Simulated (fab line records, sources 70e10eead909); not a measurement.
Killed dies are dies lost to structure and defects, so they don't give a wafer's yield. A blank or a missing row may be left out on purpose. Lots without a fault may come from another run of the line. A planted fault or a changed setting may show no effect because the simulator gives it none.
Chamber matching | flow nand_harc | NHARC_P_M1_DESCUM_14 on rie_diel-05: 4 sister chambers
The step chemistry O2, time 3 s. 4 wafers are shown with their chamber, then 8 later ones without.

WAFERS WITH THEIR CHAMBER
wafer  | chamber | drypump_motor_current_A (A)
L084.6 | 2       | 5.7
L085.2 | 3       | 5.6
L085.6 | 1       | 5.9
L092.3 | 0       | 5.5

WAFERS WITHOUT THEIR CHAMBER
wafer  | drypump_motor_current_A (A)
L092.4 | 5.6
L092.6 | 5.7
L094.4 | 5.5
L094.5 | 5.6
L094.6 | 5.7
L093.1 | 5.5
L093.3 | 5.7
L093.4 | 6.0

WHICH CHAMBER EACH WENT THROUGH
wafer  | from the rows above | in truth
L092.4 | 3                   | 3
L092.6 | 2                   | 2
L094.4 | 0                   | 0
L094.5 | 3                   | 3
L094.6 | 2                   | 2
L093.1 | 0                   | 0
L093.3 | 2                   | 2
L093.4 | 1                   | 1
Placed correctly: 8 of 8. Can't be placed from these rows: 0. Placed wrongly: 0.
How it was worked out, from the rows above alone: a wafer's distance from a chamber is the root of the sum, over the readings, of the square of ((its reading less the chamber's mean) divided by the reading's scatter). The wafer belongs to the nearest chamber; if the next one is less than 2 further off, it can't be placed. A chamber's mean is the mean of its shown wafers. The scatter: with one shown wafer a chamber, the root of the mean of the squares of how far each hidden wafer lies from its nearest shown one.
